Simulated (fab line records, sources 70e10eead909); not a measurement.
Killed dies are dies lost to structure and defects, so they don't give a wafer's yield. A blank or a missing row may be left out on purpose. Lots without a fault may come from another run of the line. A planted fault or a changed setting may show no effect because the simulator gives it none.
Which tool did it? | flow nand_harc | 24 lots, 72 wafers sampled, at 6 steps of a route of 1159

WHAT THE GAUGES READ, wafer by wafer
NHARC_A_SGD_CUT_OVL_MEAS_10. Usual: overlay_x_nm 0.2 nm, standard deviation 0.88; overlay_y_nm 0.1 nm, standard deviation 0.96.
lot  | measured     | on         | overlay_x_nm (nm) | overlay_y_nm (nm) | flag
L074 | day 13 19:42 | overlay-02 | 0.7 1.1 0.3       | -1.1 -0.8 -0.8    |
L077 | day 14 12:58 | overlay-01 | -0.6 -0.2 0.1     | -0.7 -0.5 0.1     |
L075 | day 14 13:01 | overlay-02 | -0.7 -0.6 -0.3    | -0.5 -0.8 -0.6    |
L076 | day 14 19:35 | overlay-02 | 0.5 0.4 0.0       | 1.2 1.5 1.1       |
L080 | day 15 01:08 | overlay-01 | 1.3 1.1 1.0       | 2.3 2.0 2.5       |
L079 | day 14 19:38 | overlay-01 | -0.2 -0.8 -0.5    | -0.8 -1.1 -0.8    |
L078 | day 15 00:48 | overlay-01 | 1.9 1.6 1.1       | 0.9 1.5 1.1       |
L081 | day 15 07:58 | overlay-01 | 0.5 0.7 0.9       | -0.3 -0.7 -1.5    |
L083 | day 15 23:58 | overlay-02 | -0.6 0.1 0.0      | 0.4 0.0 0.4       |
L082 | day 16 00:20 | overlay-01 | -1.4 -1.9 -1.6    | 1.4 0.7 0.7       |
L084 | day 16 13:39 | overlay-01 | 0.7 0.9 0.9       | 0.5 0.6 1.4       |
L085 | day 16 13:30 | overlay-02 | -0.8 -0.6 -0.7    | 0.2 0.6 0.3       |
L086 | day 17 02:22 | overlay-01 | 1.4 1.0 1.4       | 0.9 0.7 1.1       |
L087 | day 17 02:13 | overlay-02 | 0.0 0.2 0.5       | -0.2 -0.3 0.3     |
L088 | day 17 03:13 | overlay-02 | -0.7 0.0 0.0      | 1.1 1.4 1.3       |
L090 | day 17 12:46 | overlay-02 | -0.8 -1.0 -0.3    | 0.2 0.7 0.0       |
L089 | day 17 12:55 | overlay-02 | -0.5 -0.6 -0.5    | 1.3 1.5 0.9       |
L091 | day 18 03:02 | overlay-01 | 0.2 0.0 0.3       | -0.9 -0.6 -0.6    |
L092 | day 18 02:53 | overlay-01 | 1.2 0.8 1.1       | -0.8 -1.3 -1.0    |
L093 | day 18 05:42 | overlay-01 | 1.1 1.6 1.2       | 0.0 -0.5 -0.7     |
L094 | day 18 23:53 | overlay-01 | -0.6 -1.5 -0.6    | 0.4 0.3 -0.4      |
L095 | day 18 23:42 | overlay-02 | 1.8 1.5 1.7       | -0.2 -0.4 0.4     |
L097 | day 18 23:16 | overlay-01 | -1.1 -0.1 -0.4    | 0.0 -1.0 -0.4     |
L096 | day 19 11:25 | overlay-01 | 0.4 0.5 0.3       | -1.5 -1.2 -1.0    |

WHICH TOOL RAN EACH LOT (tool, then ch and the chambers of the sampled wafers, then the start)
lot  | NHARC_A_STAIRCASE_DEP_259       | NHARC_A_STAIRCASE_ETCH_452                    | NHARC_A_STAIRCASE_STRIP_316                   | NHARC_A_STAIRCASE_DEP_322       | NHARC_A_STAIRCASE_CMP_152
L074 | pecvd-03 ch 0,2, day 11 12:22   | rie_diel-08 ch 1,2, day 12 23:14 or earlier   | rie_diel-08 ch 0,1, day 12 23:14 or earlier   | pecvd-02 ch 0,2, day 12 23:14   | cmp-01 ch 0,2,3, day 13 17:07
L077 | pecvd-01 ch 0,1, day 12 05:29   | rie_diel-02 ch 1,3, day 13 16:17 or earlier   | rie_diel-02 ch 0,3, day 13 16:17 or earlier   | pecvd-01 ch 0,1,2, day 13 16:17 | cmp-01 ch 1,3, day 14 10:22
L075 | pecvd-03 ch 0,1,2, day 12 06:05 | rie_diel-07 ch 1,2, day 13 16:43 or earlier   | rie_diel-07 ch 0,2,3, day 13 16:43 or earlier | pecvd-02 ch 0,1,2, day 13 16:43 | cmp-01 ch 0,2,3, day 14 10:33
L076 | pecvd-02 ch 0,1,2, day 12 09:51 | rie_diel-07 ch 0,2,3, day 13 20:20 or earlier | rie_diel-08 ch 0,2,3, day 13 20:20 or earlier | pecvd-02 ch 0,1, day 13 20:20   | cmp-03 ch 0,1,2, day 14 16:55
L080 | pecvd-03 ch 0,1,2, day 12 15:23 | rie_diel-02 ch 0,1,3, day 14 00:56 or earlier | rie_diel-07 ch 1,2,3, day 14 00:56 or earlier | pecvd-03 ch 1,2, day 14 00:56   | cmp-03 ch 0,1,3, day 14 21:46
L079 | pecvd-01 ch 0,2, day 12 16:14   | rie_diel-07 ch 0,3, day 13 20:20 or earlier   | rie_diel-02 ch 0,1, day 13 20:20 or earlier   | pecvd-03 ch 0,1,2, day 13 20:20 | cmp-01 ch 0,1,2, day 14 17:01
L078 | pecvd-01 ch 0,1,2, day 12 19:19 | rie_diel-08 ch 0,1, day 14 00:52 or earlier   | rie_diel-07 ch 0,1,2, day 14 00:52 or earlier | pecvd-01 ch 0,1,2, day 14 00:52 | cmp-02 ch 0,2,3, day 14 21:59
L081 | pecvd-01 ch 0,1,2, day 12 23:29 | rie_diel-02 ch 1,3, day 14 05:56 or earlier   | rie_diel-07 ch 0,2, day 14 05:56 or earlier   | pecvd-03 ch 0,1, day 14 05:56   | cmp-03 ch 0,2, day 15 05:28
L083 | pecvd-01 ch 1,2, day 13 14:52   | rie_diel-02 ch 1,2, day 15 03:09 or earlier   | rie_diel-02 ch 1,2,3, day 15 03:09 or earlier | pecvd-03 ch 1,2, day 15 03:09   | cmp-01 ch 0,1,2, day 15 21:28
L082 | pecvd-03 ch 0,2, day 13 17:29   | rie_diel-02 ch 0,2, day 15 03:05 or earlier   | rie_diel-07 ch 1,3, day 15 03:05 or earlier   | pecvd-01 ch 0,1,2, day 15 03:05 | cmp-02 ch 0,2, day 15 21:43
L084 | pecvd-02 ch 1,2, day 14 01:02   | rie_diel-08 ch 0,3, day 15 13:11 or earlier   | rie_diel-07 ch 0,1, day 15 13:11 or earlier   | pecvd-01 ch 1,2, day 15 13:11   | cmp-03 ch 1,2,3, day 16 10:59
L085 | pecvd-02 ch 0,1,2, day 14 03:02 | rie_diel-08 ch 0,2,3, day 15 13:17 or earlier | rie_diel-02 ch 2,3, day 15 13:17 or earlier   | pecvd-03 ch 0,2, day 15 13:17   | cmp-01 ch 0,1,2, day 16 10:49
L086 | pecvd-02 ch 1,2, day 14 14:41   | rie_diel-08 ch 0,2,3, day 15 23:25 or earlier | rie_diel-08 ch 0,1,3, day 15 23:25 or earlier | pecvd-01 ch 1,2, day 15 23:25   | cmp-01 ch 1,2,3, day 16 23:40
L087 | pecvd-01 ch 1,2, day 14 14:50   | rie_diel-07 ch 0,3, day 15 23:25 or earlier   | rie_diel-08 ch 1,2,3, day 15 23:25 or earlier | pecvd-02 ch 0,1, day 15 23:25   | cmp-02 ch 0,2,3, day 16 23:23
L088 | pecvd-03 ch 0,1,2, day 14 20:41 | rie_diel-07 ch 1,3, day 16 06:43 or earlier   | rie_diel-07 ch 0,1, day 16 06:43 or earlier   | pecvd-03 ch 0,1, day 16 06:43   | cmp-03 ch 0,1,2, day 16 23:50
L090 | pecvd-01 ch 0,2, day 15 06:54   | rie_diel-08 ch 0,2,3, day 16 12:58 or earlier | rie_diel-02 ch 1,2, day 16 12:58 or earlier   | pecvd-02 ch 0,2, day 16 12:58   | cmp-02 ch 0,1, day 17 10:07
L089 | pecvd-03 ch 0,2, day 15 09:02   | rie_diel-07 ch 0,2,3, day 16 12:55 or earlier | rie_diel-08 ch 1,3, day 16 12:55 or earlier   | pecvd-01 ch 0,1, day 16 12:55   | cmp-02 ch 1,2,3, day 17 10:20
L091 | pecvd-03 ch 0,2, day 15 15:59   | rie_diel-08 ch 0,1,3, day 17 02:08 or earlier | rie_diel-07 ch 0,1,2, day 17 02:08 or earlier | pecvd-03 ch 0,1,2, day 17 02:08 | cmp-02 ch 0,1,3, day 18 00:21
L092 | pecvd-03 ch 0,1,2, day 15 18:17 | rie_diel-07 ch 0,1, day 17 02:06 or earlier   | rie_diel-02 ch 0,2,3, day 17 02:06 or earlier | pecvd-01 ch 0,1, day 17 02:06   | cmp-01 ch 0,1,2, day 18 00:09
L093 | pecvd-02 ch 0,1,2, day 16 01:58 | rie_diel-08 ch 0,2,3, day 17 09:10 or earlier | rie_diel-08 ch 0,2,3, day 17 09:10 or earlier | pecvd-03 ch 0,1, day 17 09:10   | cmp-02 ch 0,3, day 18 03:11
L094 | pecvd-03 ch 0,2, day 16 13:10   | rie_diel-02 ch 2,3, day 17 19:23 or earlier   | rie_diel-02 ch 0,2,3, day 17 19:23 or earlier | pecvd-02 ch 0,1,2, day 17 19:23 | cmp-02 ch 0,3, day 18 20:56
L095 | pecvd-02 ch 0,1, day 16 15:00   | rie_diel-02 ch 1,3, day 17 19:17 or earlier   | rie_diel-07 ch 1,2,3, day 17 19:17 or earlier | pecvd-01 ch 0,1, day 17 19:17   | cmp-01 ch 0,2,3, day 18 20:48
L097 | pecvd-01 ch 0, day 16 15:03     | rie_diel-08 ch 1,3, day 17 19:11 or earlier   | rie_diel-07 ch 0,1, day 17 19:11 or earlier   | pecvd-03 ch 1,2, day 17 19:11   | cmp-03 ch 0,2,3, day 18 20:39
L096 | pecvd-01 ch 0,1, day 16 21:50   | rie_diel-02 ch 1,2,3, day 18 09:44 or earlier | rie_diel-07 ch 0,1,3, day 18 09:44 or earlier | pecvd-02 ch 0,2, day 18 09:44   | cmp-01 ch 0,1,3, day 19 08:50
- NHARC_A_STAIRCASE_DEP_259: deposits SiON, target thk 30 nm.
- NHARC_A_STAIRCASE_ETCH_452: etches the open film in CF4/O2, target depth 30 nm, overetch 3 nm, time 16.5 s.
- NHARC_A_STAIRCASE_STRIP_316: strips in O2.
- NHARC_A_STAIRCASE_DEP_322: deposits SiO2, target thk 3800 nm.
- NHARC_A_STAIRCASE_CMP_152: polishes.

WHAT THE TOOLS THEMSELVES READ (means of the sampled wafers that have a number; where no wafer has one, the mark that the record gives instead)
NHARC_A_STAIRCASE_DEP_259. Usual: heater_power_w 762 W, standard deviation 69.
lot  | tool     | heater_power_w (W) | flag
L074 | pecvd-03 | 745                |
L077 | pecvd-01 | 759                |
L075 | pecvd-03 | 725                |
L076 | pecvd-02 | 766                |
L080 | pecvd-03 | 751                |
L079 | pecvd-01 | 750                |
L078 | pecvd-01 | 818                |
L081 | pecvd-01 | 755                |
L083 | pecvd-01 | 785                |
L082 | pecvd-03 | 745                |
L084 | pecvd-02 | 738                |
L085 | pecvd-02 | 791                |
L086 | pecvd-02 | 709                |
L087 | pecvd-01 | 802                |
L088 | pecvd-03 | 711                |
L090 | pecvd-01 | 747                |
L089 | pecvd-03 | 702                |
L091 | pecvd-03 | 736                |
L092 | pecvd-03 | 734                |
L093 | pecvd-02 | 799                |
L094 | pecvd-03 | 729                |
L095 | pecvd-02 | 774                |
L097 | pecvd-01 | 708                |
L096 | pecvd-01 | 710                |

NHARC_A_STAIRCASE_ETCH_452. Usual: chamber_pressure_mTorr 30.000 mTorr, standard deviation 0.027; drypump_motor_current_A 5.7 A, standard deviation 0.57; oes_o_777_au 1.001 a.u., standard deviation 0.0045; oes_product_au 1.000 a.u., standard deviation 0.0081; rf_vpp_V 198.0 V, standard deviation 1.5; showerhead_plenum_p_Torr 1.35 Torr, standard deviation 0.061; throttle_valve_pct 13.396 %, standard deviation 0.0089.
lot  | tool        | chamber_pressure_mTorr (mTorr) | drypump_motor_current_A (A) | oes_o_777_au (a.u.) | oes_product_au (a.u.) | rf_vpp_V (V) | showerhead_plenum_p_Torr (Torr) | throttle_valve_pct (%) | flag
L074 | rie_diel-08 | 30.030                         | 6.4                         | 0.996               | 1.013                 | 197.2        | 1.33                            | 13.391                 |
L077 | rie_diel-02 | 30.021                         | 5.3                         | 1.000               | 0.989                 | 197.6        | 1.33                            | 13.393                 |
L075 | rie_diel-07 | 30.033                         | 4.9                         | 0.997               | 0.998                 | 198.2        | 1.36                            | 13.389                 |
L076 | rie_diel-07 | 30.016                         | 5.2                         | 0.999               | 0.994                 | 198.4        | 1.35                            | 13.399                 |
L080 | rie_diel-02 | 30.021                         | 5.4                         | 0.998               | 0.997                 | 197.9        | 1.35                            | 13.394                 |
L079 | rie_diel-07 | 29.995                         | 5.4                         | 1.002               | 0.998                 | 197.7        | 1.31                            | 13.395                 |
L078 | rie_diel-08 | 30.008                         | 6.2                         | 1.006               | 1.005                 | 198.9        | 1.37                            | 13.393                 |
L081 | rie_diel-02 | 30.012                         | 5.3                         | 0.994               | 0.996                 | 197.7        | 1.33                            | 13.393                 |
L083 | rie_diel-02 | 29.998                         | 5.5                         | 1.002               | 1.005                 | 197.3        | 1.36                            | 13.401                 |
L082 | rie_diel-02 | 29.988                         | 6.0                         | 1.001               | 1.001                 | 199.2        | 1.38                            | 13.392                 |
L084 | rie_diel-08 | 29.997                         | 6.2                         | 1.000               | 1.005                 | 199.0        | 1.37                            | 13.401                 |
L085 | rie_diel-08 | 29.979                         | 6.2                         | 1.000               | 0.997                 | 197.4        | 1.33                            | 13.403                 |
L086 | rie_diel-08 | 30.041                         | 6.2                         | 1.005               | 1.006                 | 196.5        | 1.33                            | 13.396                 |
L087 | rie_diel-07 | 30.017                         | 5.5                         | 0.999               | 0.986                 | 197.1        | 1.31                            | 13.394                 |
L088 | rie_diel-07 | 30.004                         | 5.1                         | 1.003               | 0.990                 | 197.1        | 1.32                            | 13.395                 |
L090 | rie_diel-08 | 30.016                         | 6.2                         | 1.000               | 1.006                 | 197.2        | 1.33                            | 13.404                 |
L089 | rie_diel-07 | 29.995                         | 5.2                         | 1.002               | 0.995                 | 198.4        | 1.34                            | 13.389                 |
L091 | rie_diel-08 | 29.975                         | 6.3                         | 1.005               | 1.006                 | 199.1        | 1.37                            | 13.390                 |
L092 | rie_diel-07 | 29.991                         | 4.7                         | 0.997               | 0.993                 | 200.0        | 1.41                            | 13.395                 |
L093 | rie_diel-08 | 29.985                         | 6.2                         | 0.999               | 1.005                 | 197.3        | 1.33                            | 13.396                 |
L094 | rie_diel-02 | 29.989                         | 5.7                         | 1.004               | 0.998                 | 198.3        | 1.41                            | 13.402                 |
L095 | rie_diel-02 | 30.023                         | 5.3                         | 0.999               | 1.001                 | 199.0        | 1.39                            | 13.396                 |
L097 | rie_diel-08 | 29.974                         | 6.4                         | 1.002               | 1.011                 | 197.8        | 1.36                            | 13.395                 |
L096 | rie_diel-02 | 29.969                         | 5.6                         | 1.002               | 1.003                 | 198.3        | 1.38                            | 13.405                 |

NHARC_A_STAIRCASE_STRIP_316. Usual: chamber_pressure_mTorr 60.00 mTorr, standard deviation 0.056; drypump_motor_current_A 5.5 A, standard deviation 0.6; oes_product_au 0.998 a.u., standard deviation 0.0077; rf_vpp_V 58.0 V, standard deviation 0.94; showerhead_plenum_p_Torr 3.58 Torr, standard deviation 0.16; throttle_valve_pct 17.038 %, standard deviation 0.0089.
lot  | tool        | chamber_pressure_mTorr (mTorr) | drypump_motor_current_A (A) | oes_product_au (a.u.) | rf_vpp_V (V) | showerhead_plenum_p_Torr (Torr) | throttle_valve_pct (%) | flag
L074 | rie_diel-08 | 59.98                          | 6.1                         | 0.995                 | 59.2         | 3.64                            | 17.040                 |
L077 | rie_diel-02 | 60.03                          | 5.6                         | 1.000                 | 58.6         | 3.62                            | 17.028                 |
L075 | rie_diel-07 | 60.02                          | 5.2                         | 1.002                 | 58.4         | 3.56                            | 17.028                 |
L076 | rie_diel-08 | 60.03                          | 6.2                         | 1.001                 | 58.4         | 3.53                            | 17.032                 |
L080 | rie_diel-07 | 60.01                          | 5.2                         | 0.988                 | 57.1         | 3.48                            | 17.045                 |
L079 | rie_diel-02 | 60.04                          | 5.4                         | 0.998                 | 58.5         | 3.67                            | 17.040                 |
L078 | rie_diel-07 | 59.99                          | 4.9                         | 0.997                 | 58.5         | 3.64                            | 17.033                 |
L081 | rie_diel-07 | 60.07                          | 5.0                         | 1.001                 | 58.3         | 3.63                            | 17.039                 |
L083 | rie_diel-02 | 59.97                          | 5.7                         | 1.002                 | 57.6         | 3.49                            | 17.035                 |
L082 | rie_diel-07 | 59.95                          | 5.5                         | 0.997                 | 57.3         | 3.40                            | 17.039                 |
L084 | rie_diel-07 | 60.00                          | 4.7                         | 0.998                 | 57.0         | 3.72                            | 17.037                 |
L085 | rie_diel-02 | 60.00                          | 5.7                         | 0.994                 | 57.1         | 3.37                            | 17.045                 |
L086 | rie_diel-08 | 60.01                          | 6.3                         | 0.998                 | 58.2         | 3.62                            | 17.036                 |
L087 | rie_diel-08 | 60.06                          | 6.4                         | 1.012                 | 58.1         | 3.51                            | 17.047                 |
L088 | rie_diel-07 | 59.98                          | 4.7                         | 1.006                 | 58.3         | 3.72                            | 17.039                 |
L090 | rie_diel-02 | 60.01                          | 5.6                         | 0.998                 | 57.4         | 3.59                            | 17.030                 |
L089 | rie_diel-08 | 59.95                          | 6.4                         | 1.005                 | 58.4         | 3.60                            | 17.040                 |
L091 | rie_diel-07 | 59.98                          | 4.9                         | 1.002                 | 58.1         | 3.63                            | 17.034                 |
L092 | rie_diel-02 | 60.05                          | 5.8                         | 0.996                 | 58.0         | 3.71                            | 17.040                 |
L093 | rie_diel-08 | 59.96                          | 6.2                         | 1.000                 | 57.4         | 3.51                            | 17.037                 |
L094 | rie_diel-02 | 60.02                          | 5.8                         | 0.997                 | 59.0         | 3.70                            | 17.034                 |
L095 | rie_diel-07 | 60.04                          | 5.2                         | 0.984                 | 57.3         | 3.46                            | 17.042                 |
L097 | rie_diel-07 | 59.96                          | 4.8                         | 0.995                 | 58.4         | 3.71                            | 17.036                 |
L096 | rie_diel-07 | 59.99                          | 5.1                         | 1.004                 | 57.7         | 3.55                            | 17.037                 |

NHARC_A_STAIRCASE_DEP_322. Usual: heater_power_w 665 W, standard deviation 76.
lot  | tool     | heater_power_w (W) | flag
L074 | pecvd-02 | 665                |
L077 | pecvd-01 | 685                |
L075 | pecvd-02 | 643                |
L076 | pecvd-02 | 728                |
L080 | pecvd-03 | 631                |
L079 | pecvd-03 | 610                |
L078 | pecvd-01 | 640                |
L081 | pecvd-03 | 635                |
L083 | pecvd-03 | 640                |
L082 | pecvd-01 | 664                |
L084 | pecvd-01 | 733                |
L085 | pecvd-03 | 625                |
L086 | pecvd-01 | 680                |
L087 | pecvd-02 | 709                |
L088 | pecvd-03 | 614                |
L090 | pecvd-02 | 723                |
L089 | pecvd-01 | 614                |
L091 | pecvd-03 | 621                |
L092 | pecvd-01 | 601                |
L093 | pecvd-03 | 646                |
L094 | pecvd-02 | 705                |
L095 | pecvd-01 | 675                |
L097 | pecvd-03 | 629                |
L096 | pecvd-02 | 729                |

NHARC_A_STAIRCASE_CMP_152. Usual: motor_current_A 11.8 A, standard deviation 1.1.
lot  | tool   | motor_current_A (A) | flag
L074 | cmp-01 | 10.8                |
L077 | cmp-01 | 10.7                |
L075 | cmp-01 | 11.3                |
L076 | cmp-03 | 12.2                |
L080 | cmp-03 | 12.5                |
L079 | cmp-01 | 11.1                |
L078 | cmp-02 | 12.4                |
L081 | cmp-03 | 12.2                |
L083 | cmp-01 | 11.0                |
L082 | cmp-02 | 11.9                |
L084 | cmp-03 | 11.9                |
L085 | cmp-01 | 11.2                |
L086 | cmp-01 | 10.6                |
L087 | cmp-02 | 12.3                |
L088 | cmp-03 | 12.2                |
L090 | cmp-02 | 12.2                |
L089 | cmp-02 | 12.4                |
L091 | cmp-02 | 12.3                |
L092 | cmp-01 | 11.1                |
L093 | cmp-02 | 12.7                |
L094 | cmp-02 | 12.4                |
L095 | cmp-01 | 11.2                |
L097 | cmp-03 | 12.0                |
L096 | cmp-01 | 11.4                |

THE ANSWER, worked out from the rows above alone
Rule: a lot is off if the mean of its wafers that have a number lies more than 3 standard deviations from the usual mean. A lot without any number at a reading at which 4 lots or more have one is off too. The other lots that the step has rows for count as sound. The gauges are gone through in route order, then the tools' own readings, and for those a lot's mean is taken as printed above. The first step at which some lot is off is used, and at that step the reading that is off furthest; a lot without a number counts as furthest.
No lot is off at any reading shown: from this, nothing can be told.

WHAT THE SIMULATOR HAD PUT IN
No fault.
